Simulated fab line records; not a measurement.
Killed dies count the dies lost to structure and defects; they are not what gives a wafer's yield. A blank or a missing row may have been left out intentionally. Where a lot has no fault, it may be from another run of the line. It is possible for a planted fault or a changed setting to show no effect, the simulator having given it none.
The tool behind it: which one? + flow n5 finfet + Sampling: 6 lots, 18 wafers, 3 of 1938 route steps

## WHAT THE GAUGES SHOWED, per wafer
N5_MIM_TOP_LITHO_OVL_MEAS_11.
| lot  | measured     | on         | MIM_TOP_OVL (nm) |
|------|--------------|------------|------------------|
| L452 | day 12 12:59 | overlay-02 | 5 6 4            |
| L455 | day 13 10:29 | overlay-01 | -3 3 -3          |
| L460 | day 14 20:34 | overlay-01 | -10 -2 -8        |
| L462 | day 15 07:39 | overlay-02 | -4 3 -1          |
| L465 | day 16 21:16 | overlay-02 | 10 3 12          |
| L467 | day 17 04:41 | overlay-01 | -7 3 -2          |

## TOOL THAT RAN EACH LOT (tool first, then ch and the chambers of the sampled wafers, then the start)
| lot  | N5_BEOL_M0_CO_CAP_123            | N5_MIM_TOP_ALD_02                           |
|------|----------------------------------|---------------------------------------------|
| L452 | cvd co-01 ch 0,2, day 7 06:07    | ald hk-02 ch 0,1,3, day 12 12:59 or earlier |
| L455 | cvd co-01 ch 0,1,2, day 7 21:35  | ald hk-03 ch 0,2,3, day 13 10:29 or earlier |
| L460 | cvd co-01 ch 0,2, day 9 04:27    | ald hk-03 ch 0,2,3, day 14 20:34 or earlier |
| L462 | cvd co-02 ch 0,1,2, day 9 18:40  | ald hk-01 ch 0,2,3, day 15 07:39 or earlier |
| L465 | cvd co-01 ch 0,1,2, day 10 12:52 | ald hk-03 ch 1,2, day 16 21:16 or earlier   |
| L467 | cvd co-01 ch 0,2, day 11 07:31   | ald hk-03 ch 0,1,2, day 17 04:41 or earlier |
- N5_BEOL_M0_CO_CAP_123: material Co, precursor CCTBA/H2, target thk 2 nm, time 102.1 s.
- N5_MIM_TOP_ALD_02: deposits Al2O3, purge time 3 s, co reactant pulse time 3 s.

## THE ANSWER, worked out from the rows above alone
Rule: what is usual is taken from the lots themselves. Put in order of their means at a reading, lots are off if they are a third of the lots or fewer, leave a main group of 4 or more, and stand apart from it by a gap of 3 or more times the standard deviation of the main group's means; of several such gaps the widest counts. If all means in a main group match to the digits the tables above print for the reading, that group is not used. Also off: a lot with no number at a reading for which 4 or more lots have one. All remaining lots with rows at the step are treated as sound.
Nothing can be told from this: no lot is off at any reading shown.

## WHAT THE SIMULATOR HAD PUT IN
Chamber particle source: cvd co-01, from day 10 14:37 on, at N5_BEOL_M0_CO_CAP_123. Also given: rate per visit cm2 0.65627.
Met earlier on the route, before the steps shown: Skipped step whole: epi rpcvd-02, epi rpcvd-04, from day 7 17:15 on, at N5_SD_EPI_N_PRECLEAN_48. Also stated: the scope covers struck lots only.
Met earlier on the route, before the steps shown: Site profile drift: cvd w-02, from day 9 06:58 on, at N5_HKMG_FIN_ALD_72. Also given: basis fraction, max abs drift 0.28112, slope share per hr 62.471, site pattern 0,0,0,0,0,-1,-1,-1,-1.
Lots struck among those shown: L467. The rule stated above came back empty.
